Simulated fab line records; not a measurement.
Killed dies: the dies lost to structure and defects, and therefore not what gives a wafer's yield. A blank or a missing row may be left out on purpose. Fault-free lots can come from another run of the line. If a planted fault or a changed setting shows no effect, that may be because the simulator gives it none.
fab line records -- flow nand-harc
record: lots: 11, wafers: 32, last-day: 35
route steps=1302 shown A_STAIRCASE@652 END@1302
lots untouched by any fault: they come from a run of this same line in which no faults occurred
start-h: hours from the record's opening day to when the first of the lot's shown wafers began -- wait-h: how many hours have passed since the lot's step before this one -- " same as the row above -- L1.1+2: a row that stands for several wafers -- - value missing, or start not given -- * or withheld: withheld -- < > ~ a bound
route shown NAME@n: a module of which the file shows steps, and the number in the route of the first -- usual: mean and standard deviation over wafers with no fault -- same: alike in all rows -- chamber/n: place in a boat -- sites: the reading at each site -- _std_site: standard deviation of those values -- _edge_site: mean of outer sites minus mean of inner sites -- radius-mm: for every site, how far away it sits from the centre of the wafer -- mask NAME#n: copy n -- behind: the last tool/chamber to shape the wafer -- hold: the reason the lot was held/the length of the hold in hours/how it ended -- device: transistor that didn't switch, given as n, p or np -- end of line: the same wafers' tests at the end of the route -- where a step has no rows: the recipe by itself -- killed: not the wafer's yield, but the dies lost to structure and defects at the first sort -- map: a wafer's dies, marking killed ones x, the rest . and places with no die _
set.NAME: the run value of the setting; set.NAME@STEP: its run value at that earlier step -- model.NAME: the simulator's own value behind a step, which no gauge read
route steps across a sampled set of lots; one table per step, one row per wafer
services: a tool's chamber out of use, with start hour (start-h, from the record's first day; less than 0 if before it), hours out, and reason
== steps ==
step: NHARC_A_STAIRCASE_ETCH_170
recipe: target-depth-a: 2000, time-s: 66.667, ion-energy-ev: 250, c4f6-flow-sccm: 25, o2-flow-sccm: 20, ar-flow-sccm: 500, rf-w: 600, bias-w: 500, chemistry: C4F6/O2
usual: drypump-motor-current-A: 6.0/0.53, mfc-ar-sccm: 499.9/1.5, oes-product-au: 0.976/0.016, rf-vpp-V: 545.6/3, showerhead-plenum-p-Torr: 3.86/0.14, throttle-valve-pct: 26.904/0.009
lot.wafer,tool,chamber,start-h,wait-h,drypump-motor-current-A,mfc-ar-sccm,oes-product-au,rf-hours-counter-h,rf-vpp-V,showerhead-plenum-p-Torr,throttle-valve-pct
L591.3,rie-diel-04,2,-,-,5.2,501.7,0.975,5,548.1,3.99,26.900
L591.1,rie-diel-04,3,-,-,6.6,498.2,0.963,5,552.9,4.22,26.909
L591.2,rie-diel-04,1,-,-,5.6,500.9,0.978,3,547.2,3.83,26.902
L592.2,rie-diel-05,1,-,-,4.9,501.0,0.983,42,548.5,4.02,26.896
L592.1,rie-diel-05,2,-,-,5.7,500.9,0.973,52,542.1,3.68,26.914
L592.3,rie-diel-05,3,-,-,5.3,499.7,0.978,53,548.5,4.02,26.890
L595.1,rie-diel-01,1,-,-,6.1,497.5,1.005,5,547.7,3.89,26.912
L595.4,rie-diel-01,2,-,-,6.2,499.9,0.987,5,545.2,3.86,26.888
L595.5,rie-diel-01,1,-,-,6.1,500.3,0.986,-,546.5,3.89,26.899
L594.1,rie-diel-01,1,-,-,6.1,500.9,0.980,5,547.4,3.89,26.907
L594.2,rie-diel-01,2,-,-,6.2,501.1,0.967,5,544.9,3.86,26.903
L594.5,rie-diel-01,3,-,-,6.3,501.2,0.963,-,545.8,3.88,26.904
L593.4,rie-diel-04,1,-,-,5.6,499.2,0.994,19,545.4,3.83,26.905
L593.2,rie-diel-04,2,-,-,5.2,499.2,0.988,19,548.2,3.98,26.885
L593.5,rie-diel-04,3,-,-,6.6,501.1,0.965,-,551.3,4.22,26.903
L596.1,rie-diel-01,0,-,-,6.7,498.8,0.975,12,542.7,3.70,26.911
L596.2,rie-diel-01,1,-,-,6.1,496.6,0.990,11,546.1,3.89,26.910
L596.6,rie-diel-01,1,-,-,6.1,498.8,0.991,-,546.6,3.89,26.913
L602.1,rie-diel-01,0,-,-,6.7,499.7,0.956,24,542.9,3.69,26.913
L602.4,rie-diel-01,1,-,-,6.0,501.5,0.978,22,546.3,3.88,26.914
L608.2,rie-diel-01,3,-,-,6.3,499.7,0.980,38,544.2,3.86,26.895
L608.5,rie-diel-01,0,-,-,6.7,497.2,0.971,-,542.1,3.68,26.898
L608.4,rie-diel-01,2,-,-,6.2,499.8,0.979,-,545.6,3.84,26.912
L609.3,rie-diel-01,0,-,-,6.7,499.4,0.990,1,541.5,3.68,26.919
L609.6,rie-diel-01,0,-,-,6.7,497.6,0.984,-,540.1,3.68,26.911
L609.5,rie-diel-01,1,-,-,6.1,498.1,0.999,-,545.0,3.87,26.907
L610.3,rie-diel-01,1,-,-,6.1,502.1,0.968,6,544.1,3.87,26.914
L610.2,rie-diel-01,2,-,-,6.1,500.2,0.967,6,545.9,3.84,26.917
L610.5,rie-diel-01,0,-,-,6.7,498.6,0.978,-,541.7,3.68,26.896
L611.3,rie-diel-04,0,584.74,-,5.5,498.2,0.992,12,545.0,3.82,26.924
L611.2,rie-diel-04,2,584.74,-,5.3,498.5,1.018,14,548.0,3.95,26.904
L611.4,rie-diel-04,3,584.74,-,6.6,498.6,0.989,16,551.4,4.18,26.884
step: NHARC_A_STAIRCASE_TRIM_14
recipe: time-s: 211.2, o2-flow-sccm: 500, ar-flow-sccm: 0, bias-w: 0, chemistry: O2
usual: drypump-motor-current-A: 6.0/0.52, mfc-ar-sccm: 0.007/0.0098, oes-product-au: 1.001/0.011, rf-vpp-V: 57.7/0.86, showerhead-plenum-p-Torr: 3.48/0.13, throttle-valve-pct: 17.037/0.0085
lot.wafer,tool,chamber,start-h,wait-h,drypump-motor-current-A,mfc-ar-sccm,oes-product-au,rf-hours-counter-h,rf-vpp-V,showerhead-plenum-p-Torr,throttle-valve-pct
L591.2,rie-diel-05,3,-,-,5.2,0,1.001,50,57.4,3.62,17.031
L591.1,rie-diel-05,0,-,-,6.0,0,0.994,42,59.1,3.36,17.047
L591.3,rie-diel-05,1,-,-,4.9,0.032,1.000,41,59.3,3.61,17.034
L592.1,rie-diel-04,0,-,-,5.5,0.020,0.990,6,59.1,3.47,17.055
L592.2,rie-diel-04,2,-,-,5.3,0.017,0.999,7,58.7,3.59,17.017
L592.3,rie-diel-04,3,-,-,6.5,0.006,0.975,7,58.1,3.80,17.043
L595.4,rie-diel-01,3,-,-,6.4,0,1.010,8,57.6,3.49,17.027
L595.1,rie-diel-01,2,-,-,6.2,0,1.012,5,58.9,3.47,17.038
L595.5,rie-diel-01,0,-,-,6.7,0.003,1.003,-,57.2,3.33,17.043
L594.1,rie-diel-04,3,-,-,6.6,0.006,0.976,18,58.5,3.80,17.039
L594.2,rie-diel-04,0,-,-,5.5,0.020,0.997,18,57.7,3.46,17.027
L594.5,rie-diel-04,1,-,-,5.6,0,1.011,-,56.9,3.44,17.031
L593.4,rie-diel-05,1,-,-,4.9,0.032,0.995,1,58.9,3.61,17.032
L593.2,rie-diel-05,2,-,-,5.7,0.034,0.998,1,58.2,3.30,17.019
L593.5,rie-diel-05,2,-,-,5.7,0.034,0.982,-,57.6,3.30,17.051
L596.2,rie-diel-05,3,-,-,5.2,0,0.980,8,57.9,3.61,17.029
L596.1,rie-diel-05,1,-,-,5.0,0.032,1.001,8,58.8,3.60,17.034
L596.6,rie-diel-05,3,-,-,5.2,0,0.994,-,55.6,3.61,17.035
L602.1,rie-diel-01,0,-,-,6.7,0.003,1.003,26,56.7,3.32,17.027
L602.4,rie-diel-01,1,-,-,6.1,0,1.005,23,56.1,3.49,17.041
L608.2,rie-diel-04,2,-,-,5.2,0.017,1.016,2,57.0,3.56,17.032
L608.4,rie-diel-04,3,-,-,6.6,0.006,0.990,2,57.6,3.77,17.027
L608.5,rie-diel-04,1,-,-,5.6,0,1.011,-,59.0,3.42,17.038
L609.3,rie-diel-01,2,-,-,6.2,0,0.999,5,59.0,3.45,17.039
L609.6,rie-diel-01,3,-,-,6.3,0,1.005,-,56.3,3.47,17.044
L609.5,rie-diel-01,0,-,-,6.7,0.003,0.991,-,56.7,3.30,17.030
L610.2,rie-diel-04,2,-,-,5.3,0.017,1.023,12,58.6,3.56,17.034
L610.3,rie-diel-04,0,-,-,5.5,0.020,1.006,9,57.0,3.44,17.045
L610.5,rie-diel-04,3,-,-,6.6,0.006,0.994,-,59.4,3.77,17.030
L611.3,rie-diel-04,0,-,-,5.5,0.020,1.011,13,58.1,3.43,17.049
L611.2,rie-diel-04,1,-,-,5.6,0,1.009,12,57.0,3.41,17.025
L611.4,rie-diel-04,2,-,-,5.2,0.017,1.019,15,58.4,3.56,17.040
step: NHARC_A_STAIRCASE_ETCH_17
recipe: target-depth-a: 1000, time-s: 40.5, ion-energy-ev: 400, c4f8-flow-sccm: 20, o2-flow-sccm: 10, ar-flow-sccm: withheld, rf-w: 600, bias-w: 1000, chemistry: C4F8/O2
usual: oes-product-au: 0.943/0.013, rf-vpp-V: 895/4.5
lot.wafer,tool,chamber,start-h,wait-h,oes-product-au,rf-hours-counter-h,rf-vpp-V
L591.3,rie-diel-05,1,376.85,-,0.951,41,899
L591.1,rie-diel-05,2,376.85,-,0.943,50,888
L591.2,rie-diel-05,3,376.85,-,0.940,51,899
L592.1,rie-diel-04,3,385.31,-,0.909,8,906
L592.2,rie-diel-04,0,385.31,-,0.925,6,894
L592.3,rie-diel-04,1,385.31,-,0.953,6,892
L595.4,rie-diel-01,1,416.02,-,0.935,5,895
L595.1,rie-diel-01,2,416.02,-,0.943,5,894
L595.5,rie-diel-01,0,416.02,-,0.928,-,889
L594.2,rie-diel-04,1,416.61,-,0.954,18,893
L594.1,rie-diel-04,3,416.61,-,0.924,18,905
L594.5,rie-diel-04,1,416.61,-,0.959,-,893
L593.2,rie-diel-05,1,422.27,-,0.933,1,898
L593.4,rie-diel-05,3,422.27,-,0.939,1,899
L593.5,rie-diel-05,2,422.27,-,0.945,-,886
L596.1,rie-diel-05,0,448.56,-,0.942,8,888
L596.2,rie-diel-05,3,448.56,-,0.923,8,899
L596.6,rie-diel-05,0,448.56,-,0.938,-,890
L602.1,rie-diel-01,2,492.32,-,1.092,21,893
L602.4,rie-diel-01,3,492.32,-,1.090,25,894
L608.4,rie-diel-04,0,552.05,-,0.936,2,891
L608.2,rie-diel-04,1,552.05,-,0.961,2,891
L608.5,rie-diel-04,3,552.05,-,0.926,-,905
L609.3,rie-diel-01,0,575.91,-,0.931,3,888
L609.5,rie-diel-01,1,575.91,-,0.924,-,895
L609.6,rie-diel-01,2,575.91,-,0.930,-,894
L610.2,rie-diel-04,1,578.91,-,0.963,9,892
L610.3,rie-diel-04,2,578.91,-,0.948,13,897
L610.5,rie-diel-04,2,578.91,-,0.958,-,896
L611.2,rie-diel-04,1,587.62,-,0.950,12,890
L611.4,rie-diel-04,2,587.62,-,0.957,16,896
L611.3,rie-diel-04,3,587.62,-,0.927,17,905
step: NHARC_A_STAIRCASE_TRIM_18
recipe: time-s: 211.2, o2-flow-sccm: 500, ar-flow-sccm: 0, bias-w: 0, chemistry: O2
usual: drypump-motor-current-A: 6.0/0.52, mfc-ar-sccm: 0.007/0.0099, oes-product-au: 1.002/0.01, rf-vpp-V: 57.6/0.91, showerhead-plenum-p-Torr: 3.49/0.13, throttle-valve-pct: 17.036/0.0095
lot.wafer,tool,chamber,start-h,wait-h,drypump-motor-current-A,mfc-ar-sccm,oes-product-au,rf-hours-counter-h,rf-vpp-V,showerhead-plenum-p-Torr,throttle-valve-pct
L591.1,rie-diel-05,1,-,-,5.0,0.032,0.998,41,56.7,3.62,17.027
L591.3,rie-diel-05,2,-,-,5.7,0.034,1.003,50,57.1,3.30,17.020
L591.2,rie-diel-05,0,-,-,6.0,0,0.999,42,57.9,3.36,17.038
L592.3,rie-diel-04,3,-,-,6.6,0.006,0.985,8,58.1,3.80,17.046
L592.2,rie-diel-04,0,-,-,5.5,0.020,1.008,6,57.8,3.47,17.035
L592.1,rie-diel-04,1,-,-,5.6,0,1.013,6,55.0,3.44,17.026
L595.1,rie-diel-01,3,-,-,6.3,0,1.009,8,57.5,3.49,17.053
L595.4,rie-diel-01,1,-,-,6.1,0,1.007,6,56.5,3.50,17.031
L595.5,rie-diel-01,2,-,-,6.2,0,1.008,-,57.7,3.47,17.039
L594.1,rie-diel-04,0,-,-,5.5,0.020,1.004,18,57.8,3.46,17.062
L594.2,rie-diel-04,1,-,-,5.6,0,1.006,18,57.0,3.44,17.042
L594.5,rie-diel-04,1,-,-,5.6,0,0.999,-,57.3,3.44,17.039
L593.2,rie-diel-05,1,-,-,4.9,0.032,0.993,1,57.1,3.61,17.027
L593.4,rie-diel-05,2,-,-,5.7,0.034,0.990,1,57.2,3.30,17.026
L593.5,rie-diel-05,0,-,-,6.0,0,0.997,-,56.8,3.35,17.025
L596.1,rie-diel-05,1,-,-,4.9,0.032,0.989,8,57.5,3.60,17.048
L596.2,rie-diel-05,3,-,-,5.3,0,0.984,8,57.6,3.61,17.036
L596.6,rie-diel-05,1,-,-,5.0,0.032,0.998,-,59.9,3.60,17.022
L602.4,rie-diel-01,0,-,-,6.7,0.003,1.018,26,58.0,3.32,17.025
L602.1,rie-diel-01,3,-,-,6.4,0,1.012,25,57.9,3.48,17.035
L608.4,rie-diel-04,3,-,-,6.6,0.006,0.991,2,58.0,3.77,17.045
L608.2,rie-diel-04,0,-,-,5.5,0.020,0.995,2,57.8,3.44,17.041
L608.5,rie-diel-04,2,-,-,5.2,0.017,1.013,-,57.3,3.56,17.032
L609.3,rie-diel-01,0,-,-,6.7,0.003,1.003,3,55.7,3.30,17.044
L609.6,rie-diel-01,1,-,-,6.1,0,1.005,-,57.1,3.48,17.041
L609.5,rie-diel-01,2,-,-,6.2,0,0.988,-,56.2,3.45,17.044
L610.2,rie-diel-04,0,-,-,5.5,0.020,1.002,9,57.6,3.44,17.052
L610.3,rie-diel-04,2,-,-,5.2,0.017,1.013,13,57.5,3.56,17.037
L610.5,rie-diel-04,0,-,-,5.5,0.020,1.007,-,58.1,3.44,17.033
L611.4,rie-diel-04,2,-,-,5.2,0.017,1.025,16,57.1,3.55,17.047
L611.2,rie-diel-04,0,-,-,5.4,0.020,0.998,13,57.8,3.43,17.053
L611.3,rie-diel-04,1,-,-,5.6,0,1.018,12,57.7,3.41,17.046
step: NHARC_END_SORT_01
recipe: temp-c: 25
usual: killed-at-array: 62/22, killed-at-other: 1.0/1.4, killed-at-periphery: 4.2/2.8, killed-dies: 67/23, killed-open: 3.1/1.7, killed-short: 2.1/1.5
same: gross-dies: 677
lot.wafer,tool,chamber,start-h,wait-h,killed-at-array,killed-at-other,killed-at-periphery,killed-dies,killed-open,killed-short
L591.1,prober-01,0,580.08,2.5,47,2,6,55,5,3
L591.2,prober-01,0,580.88,2.8,45,2,2,49,2,2
L591.3,prober-01,0,581.68,3.1,53,3,4,60,5,1
L592.1,prober-02,0,595.61,2.5,37,6,2,45,2,2
L592.2,prober-02,0,596.41,2.8,37,1,2,40,2,3
L592.3,prober-02,0,597.22,3.1,29,1,7,37,2,2
L595.1,prober-02,0,620.66,2.5,94,2,7,103,2,6
L595.4,prober-02,0,623.07,3.4,95,0,8,103,3,4
L595.5,prober-02,0,623.87,3.7,84,0,4,88,5,1
L594.1,prober-02,0,628.51,2.5,80,4,5,89,7,1
L594.2,prober-02,0,629.31,2.8,71,3,6,80,4,0
L594.5,prober-02,0,631.74,3.7,94,1,2,97,2,2
L593.2,prober-01,0,630.54,2.8,106,0,3,109,3,1
L593.4,prober-01,0,632.14,3.4,97,0,7,104,4,1
L593.5,prober-01,0,632.94,3.7,83,1,2,86,3,1
L596.1,prober-02,0,653.89,2.5,80,0,4,84,6,5
L596.2,prober-02,0,654.69,2.8,80,0,2,82,1,3
L596.6,prober-02,0,657.88,4.0,81,3,2,86,3,1
L602.1,prober-01,0,706.43,2.5,643,0,1,644,0,1
L602.4,prober-01,0,708.83,3.4,626,0,3,629,1,3
L608.2,prober-02,0,749.44,2.8,63,3,4,70,3,2
L608.4,prober-02,0,751.02,3.4,75,3,6,84,4,1
L608.5,prober-02,0,751.82,3.7,67,2,4,73,3,3
L610.2,prober-01,0,787.66,2.8,24,0,2,26,2,1
L610.3,prober-01,0,788.45,3.1,27,1,1,29,3,3
L610.5,prober-01,0,790.04,3.7,32,1,4,37,2,6
L611.2,prober-02,0,824.85,2.8,107,0,2,109,5,2
L611.3,prober-02,0,825.65,3.1,77,0,2,79,5,1
L611.4,prober-02,0,826.45,3.4,68,1,0,69,3,2
L609.3,prober-01,0,825.72,3.1,32,1,5,38,4,3
L609.5,prober-01,0,827.34,3.8,40,0,5,45,1,0
L609.6,prober-01,0,828.16,4.1,49,0,4,53,7,1
killed by level:class
L591.1 A_SLIT:chamber-film-flake=19 A_CHANNEL_HOLE_D2:chamber-film-flake=12 A_CONTACT:chamber-film-flake=5 P_M0:chamber-film-flake=4 A_CHANNEL_FILL_D2:geometric-particle:open=2 A_STAIRCASE:chamber-film-flake=2 THIN_TSV:chamber-film-flake=2 P_M0:geometric-particle:short=1
L591.2 A_SLIT:chamber-film-flake=23 A_CHANNEL_HOLE_D2:chamber-film-flake=8 A_CONTACT:chamber-film-flake=6 A_STAIRCASE:chamber-film-flake=3 A_CHANNEL_HOLE_D1:chamber-film-flake=2 P_STI:geometric-particle:short=1 A_ONON_D2:geometric-particle:open=1 A_CHANNEL_FILL_D2:geometric-particle:open=1
L591.3 A_SLIT:chamber-film-flake=21 A_CONTACT:chamber-film-flake=10 A_CHANNEL_HOLE_D2:chamber-film-flake=9 A_CHANNEL_HOLE_D1:chamber-film-flake=3 P_GATE:chamber-film-flake=2 P_M0:chamber-film-flake=2 A_CHANNEL_FILL_D1:chamber-film-flake=2 A_STAIRCASE:chamber-film-flake=2
L592.1 A_CHANNEL_HOLE_D2:chamber-film-flake=12 A_CHANNEL_HOLE_D1:chamber-film-flake=8 A_STAIRCASE:chamber-film-flake=6 THIN_TSV:chamber-film-flake=6 A_CONTACT:chamber-film-flake=3 A_WL_FILL:chamber-film-flake=2 A_SOURCE_PLATE:geometric-particle:open=1 A_ONON_D1:geometric-particle:short=1
L592.2 A_CHANNEL_HOLE_D2:chamber-film-flake=11 A_STAIRCASE:chamber-film-flake=11 A_CHANNEL_HOLE_D1:chamber-film-flake=5 A_CONTACT:chamber-film-flake=3 A_WL_FILL:geometric-particle:short=2 P_GATE:chamber-film-flake=2 A_DECK1_JOINT:geometric-particle:short=1 A_CHANNEL_FILL_D2:geometric-particle:open=1
L592.3 A_CHANNEL_HOLE_D2:chamber-film-flake=9 A_STAIRCASE:chamber-film-flake=7 A_CHANNEL_HOLE_D1:chamber-film-flake=6 P_GATE:chamber-film-flake=4 P_ZERO_WELL:chamber-film-flake=2 A_CONTACT:chamber-film-flake=2 P_M0:geometric-particle:open=1 A_ONON_D1:geometric-particle:short=1
L595.1 A_CHANNEL_HOLE_D1:chamber-film-flake=30 A_CHANNEL_HOLE_D2:chamber-film-flake=30 A_SLIT:chamber-film-flake=24 A_CONTACT:chamber-film-flake=3 P_GATE:chamber-film-flake=2 P_M0:chamber-film-flake=2 P_CONTACT:geometric-particle:open=1 P_M0:geometric-particle:short=1
L595.4 A_CHANNEL_HOLE_D1:chamber-film-flake=31 A_SLIT:chamber-film-flake=27 A_CHANNEL_HOLE_D2:chamber-film-flake=26 P_M0:chamber-film-flake=4 A_CONTACT:chamber-film-flake=3 A_CHANNEL_FILL_D2:geometric-particle:short=2 P_ZERO_WELL:chamber-film-flake=2 A_STAIRCASE:chamber-film-flake=2
L595.5 A_SLIT:chamber-film-flake=31 A_CHANNEL_HOLE_D1:chamber-film-flake=22 A_CHANNEL_HOLE_D2:chamber-film-flake=21 P_M0:chamber-film-flake=3 A_CONTACT:chamber-film-flake=3 A_CHANNEL_HOLE_D1:geometric-particle:open=1 A_DECK1_JOINT:geometric-particle:open=1 A_CHANNEL_FILL_D2:geometric-particle:open=1
L594.1 A_SLIT:chamber-film-flake=24 A_CHANNEL_HOLE_D1:chamber-film-flake=22 A_STAIRCASE:chamber-film-flake=9 A_CHANNEL_HOLE_D2:chamber-film-flake=8 A_WL_FILL:chamber-film-flake=5 THIN_TSV:chamber-film-flake=4 A_SOURCE_PLATE:geometric-particle:open=2 P_ZERO_WELL:chamber-film-flake=2
L594.2 A_CHANNEL_HOLE_D1:chamber-film-flake=28 A_SLIT:chamber-film-flake=26 A_CHANNEL_HOLE_D2:chamber-film-flake=5 A_STAIRCASE:chamber-film-flake=3 A_WL_FILL:chamber-film-flake=2 A_DECK1_JOINT:chamber-film-flake=2 THIN_TSV:chamber-film-flake=2 P_CONTACT:geometric-particle:open=1
L593.2 A_CHANNEL_HOLE_D2:chamber-film-flake=32 A_SLIT:chamber-film-flake=32 A_CHANNEL_HOLE_D1:chamber-film-flake=30 A_CONTACT:chamber-film-flake=7 P_M1:chamber-film-flake=2 A_CHANNEL_HOLE_D1:geometric-particle:open=1 A_ONON_D2:geometric-particle:short=1 A_SGD_CUT:geometric-particle:open=1
L594.5 A_SLIT:chamber-film-flake=34 A_CHANNEL_HOLE_D1:chamber-film-flake=30 A_CHANNEL_HOLE_D2:chamber-film-flake=12 A_STAIRCASE:chamber-film-flake=5 A_WL_FILL:chamber-film-flake=5 A_CHANNEL_FILL_D1:chamber-film-flake=2 A_CHANNEL_FILL_D2:chamber-film-flake=2 P_CONTACT:geometric-particle:short=1
L593.4 A_CHANNEL_HOLE_D1:chamber-film-flake=31 A_SLIT:chamber-film-flake=30 A_CHANNEL_HOLE_D2:chamber-film-flake=26 A_CONTACT:chamber-film-flake=5 P_GATE:chamber-film-flake=3 P_STI:geometric-particle:short=1 P_M0:geometric-particle:open=1 A_CHANNEL_FILL_D1:geometric-particle:open=1
L593.5 A_SLIT:chamber-film-flake=27 A_CHANNEL_HOLE_D2:chamber-film-flake=26 A_CHANNEL_HOLE_D1:chamber-film-flake=18 A_CONTACT:chamber-film-flake=6 A_DECK1_JOINT:chamber-film-flake=2 P_CONTACT:geometric-particle:open=1 A_DECK1_JOINT:geometric-particle:open=1 A_M0:geometric-particle:open=1
L596.1 A_CHANNEL_HOLE_D1:chamber-film-flake=32 A_SLIT:chamber-film-flake=28 A_CHANNEL_HOLE_D2:chamber-film-flake=6 A_CONTACT:chamber-film-flake=3 A_WL_FILL:geometric-particle:open=2 P_GATE:geometric-particle:open=1 P_CONTACT:geometric-particle:open=1 P_M0:geometric-particle:short=1
L596.2 A_CHANNEL_HOLE_D1:chamber-film-flake=33 A_SLIT:chamber-film-flake=23 A_CHANNEL_HOLE_D2:chamber-film-flake=12 A_CONTACT:chamber-film-flake=3 P_ZERO_WELL:chamber-film-flake=2 A_WL_FILL:chamber-film-flake=2 A_CHANNEL_FILL_D1:geometric-particle:short=1 A_DECK1_JOINT:geometric-particle:short=1
L596.6 A_SLIT:chamber-film-flake=32 A_CHANNEL_HOLE_D1:chamber-film-flake=31 A_CHANNEL_HOLE_D2:chamber-film-flake=12 A_CONTACT:chamber-film-flake=3 THIN_TSV:chamber-film-flake=2 P_CONTACT:geometric-particle:open=1 A_DECK1_JOINT:geometric-particle:open=1 A_CHANNEL_HOLE_D2:geometric-particle:short=1
L602.1 A_STAIRCASE:area-etch=582 A_CHANNEL_HOLE_D2:chamber-film-flake=37 A_CHANNEL_HOLE_D1:chamber-film-flake=14 A_SLIT:chamber-film-flake=3 A_STAIRCASE:chamber-film-flake=2 A_CONTACT:chamber-film-flake=2 A_WL_FILL:geometric-particle:short=1 P_GATE:chamber-film-flake=1
L602.4 A_STAIRCASE:area-etch=577 A_CHANNEL_HOLE_D2:chamber-film-flake=29 A_CHANNEL_HOLE_D1:chamber-film-flake=11 A_CONTACT:chamber-film-flake=4 P_CONTACT:geometric-particle:short=2 A_WL_FILL:chamber-film-flake=2 A_ONON_D1:geometric-particle:short=1 A_WL_FILL:geometric-particle:open=1
L608.2 A_CHANNEL_HOLE_D2:chamber-film-flake=25 A_CONTACT:chamber-film-flake=10 A_CHANNEL_HOLE_D1:chamber-film-flake=8 A_BLC:chamber-film-flake=6 A_SLIT:chamber-film-flake=4 A_STAIRCASE:chamber-film-flake=3 THIN_TSV:chamber-film-flake=3 A_CHANNEL_FILL_D2:geometric-particle:short=2
L608.4 A_CHANNEL_HOLE_D2:chamber-film-flake=32 A_CHANNEL_HOLE_D1:chamber-film-flake=17 A_SLIT:chamber-film-flake=6 A_BLC:chamber-film-flake=6 P_GATE:chamber-film-flake=4 A_STAIRCASE:chamber-film-flake=3 A_CONTACT:chamber-film-flake=3 THIN_TSV:chamber-film-flake=3
L608.5 A_CHANNEL_HOLE_D2:chamber-film-flake=32 A_CHANNEL_HOLE_D1:chamber-film-flake=10 A_SLIT:chamber-film-flake=6 A_CONTACT:chamber-film-flake=4 A_BLC:chamber-film-flake=3 A_STAIRCASE:chamber-film-flake=3 A_WL_FILL:chamber-film-flake=3 P_GATE:chamber-film-flake=2
L610.2 A_SLIT:chamber-film-flake=7 A_CONTACT:chamber-film-flake=7 A_SGD_CUT:chamber-film-flake=4 A_STAIRCASE:chamber-film-flake=2 P_STI:geometric-particle:open=1 A_CHANNEL_FILL_D2:geometric-particle:open=1 A_WL_FILL:geometric-particle:short=1 P_ZERO_WELL:chamber-film-flake=1
L610.3 A_CONTACT:chamber-film-flake=7 A_SLIT:chamber-film-flake=6 A_SGD_CUT:chamber-film-flake=5 A_CHANNEL_HOLE_D1:chamber-film-flake=2 P_M1:geometric-particle:open=1 A_CHANNEL_FILL_D1:geometric-particle:short=1 A_DECK1_JOINT:geometric-particle:short=1 A_CHANNEL_HOLE_D2:geometric-particle:short=1
L610.5 A_CONTACT:chamber-film-flake=9 A_SLIT:chamber-film-flake=8 A_SGD_CUT:chamber-film-flake=6 A_ONON_D2:geometric-particle:short=3 A_WL_FILL:geometric-particle:short=3 P_STI:chamber-film-flake=2 A_CHANNEL_FILL_D2:chamber-film-flake=2 P_M0:geometric-particle:open=1
L611.2 A_CHANNEL_HOLE_D2:chamber-film-flake=40 A_SLIT:chamber-film-flake=27 A_CHANNEL_HOLE_D1:chamber-film-flake=17 A_CONTACT:chamber-film-flake=7 A_STAIRCASE:chamber-film-flake=3 A_M0:chamber-film-flake=3 A_M0:geometric-particle:open=2 A_WL_FILL:chamber-film-flake=2
L611.3 A_CHANNEL_HOLE_D2:chamber-film-flake=28 A_SLIT:chamber-film-flake=23 A_CHANNEL_HOLE_D1:chamber-film-flake=9 A_CONTACT:chamber-film-flake=5 A_STAIRCASE:chamber-film-flake=4 P_GATE:chamber-film-flake=2 A_ONON_D1:geometric-particle:open=1 A_ONON_D2:geometric-particle:open=1
L609.3 A_CHANNEL_HOLE_D1:chamber-film-flake=15 A_CONTACT:chamber-film-flake=6 A_SLIT:chamber-film-flake=5 P_M0:chamber-film-flake=2 P_M0:geometric-particle:short=1 P_M0:geometric-particle:open=1 A_CHANNEL_HOLE_D1:geometric-particle:open=1 A_ONON_D2:geometric-particle:open=1
L611.4 A_SLIT:chamber-film-flake=18 A_CHANNEL_HOLE_D2:chamber-film-flake=16 A_CHANNEL_HOLE_D1:chamber-film-flake=15 A_CONTACT:chamber-film-flake=7 A_CHANNEL_FILL_D2:chamber-film-flake=3 A_STAIRCASE:chamber-film-flake=3 A_WL_FILL:geometric-particle:open=2 A_ONON_D1:geometric-particle:open=1
L609.5 A_CHANNEL_HOLE_D1:chamber-film-flake=23 A_SLIT:chamber-film-flake=7 A_CONTACT:chamber-film-flake=4 P_GATE:chamber-film-flake=2 P_M0:chamber-film-flake=2 A_CHANNEL_FILL_D2:chamber-film-flake=2 A_CHANNEL_HOLE_D1:geometric-particle:open=1 P_ZERO_WELL:chamber-film-flake=1
L609.6 A_CHANNEL_HOLE_D1:chamber-film-flake=21 A_SLIT:chamber-film-flake=10 A_STAIRCASE:chamber-film-flake=3 A_CONTACT:chamber-film-flake=3 A_ONON_D1:geometric-particle:open=2 P_M0:chamber-film-flake=2 A_M0:chamber-film-flake=2 A_SOURCE_PLATE:geometric-particle:open=1
== services ==
tool,chamber,start-h,hours,kind
rie-diel-04,-,356.38,9.0,pm
rie-diel-04,0,356.38,9.0,vent-cycle
rie-diel-04,1,356.38,9.0,vent-cycle
rie-diel-04,2,356.38,9.0,vent-cycle
rie-diel-04,3,356.38,9.0,vent-cycle
rie-diel-04,0,365.38,-,clean
rie-diel-04,0,365.38,-,consumable-replace:focus-ring
rie-diel-04,1,365.38,-,clean
rie-diel-04,2,365.38,-,clean
rie-diel-04,2,365.38,-,consumable-replace:focus-ring
rie-diel-04,3,365.38,-,clean
rie-diel-04,3,365.38,-,consumable-replace:showerhead
rie-diel-01,-,382.01,9.0,pm
rie-diel-05,1,404.34,10.2,repair
rie-diel-05,-,407.70,9.0,pm
rie-diel-01,2,418.37,5.0,repair
rie-diel-01,3,432.83,5.4,repair
rie-diel-01,3,518.23,14.8,repair
rie-diel-04,-,533.38,9.0,pm
rie-diel-01,1,541.13,11.0,repair
rie-diel-05,0,541.14,4.4,repair
rie-diel-01,-,559.01,9.0,pm
rie-diel-05,0,571.25,7.7,repair
rie-diel-05,-,584.74,9.0,pm
== key ==
first-sign: step: NHARC_A_STAIRCASE_ETCH_17, reading: oes-product-au, direction: up, sigmas: 12, usual: 0.943, struck: 1.091
effect: step: NHARC_END_SORT_01, reading: killed-at-array, direction: up, sigmas: 26, usual: 62, struck: 634
more-kills-born-at: NHARC_A_STAIRCASE_ETCH_17@rie-diel-01: 1159
met-at NHARC_A_STAIRCASE_ETCH_17
struck-lots L602
struck-wafers L602.1,L602.4
later-rows-left-out L602.1,L602.4
tester-left-out L602
not-acting-at NHARC_A_STAIRCASE_ETCH_170,NHARC_A_STAIRCASE_TRIM_14,NHARC_A_STAIRCASE_TRIM_18
onset-between 416.02 492.32
fault: kind: process-parameter-drift, tool: rie-diel-01, chamber: -, onset-h: 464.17, steps: NHARC_A_STAIRCASE_ETCH_17, channel: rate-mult, offset: 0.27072, shape: step, end-h: 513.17, scope: struck-wafers-only
tester-left-out: of these lots the tester's yield and bins aren't shown, on N5 and GAA mostly nor the transistor test; their killed dies are dies lost to structure and defects alone, not to doping, threshold or leakage, so they don't give the yield
later-rows-left-out: the simulator's readings of these wafers behind a module that went badly wrong aren't trusted and aren't shown, but for the sort
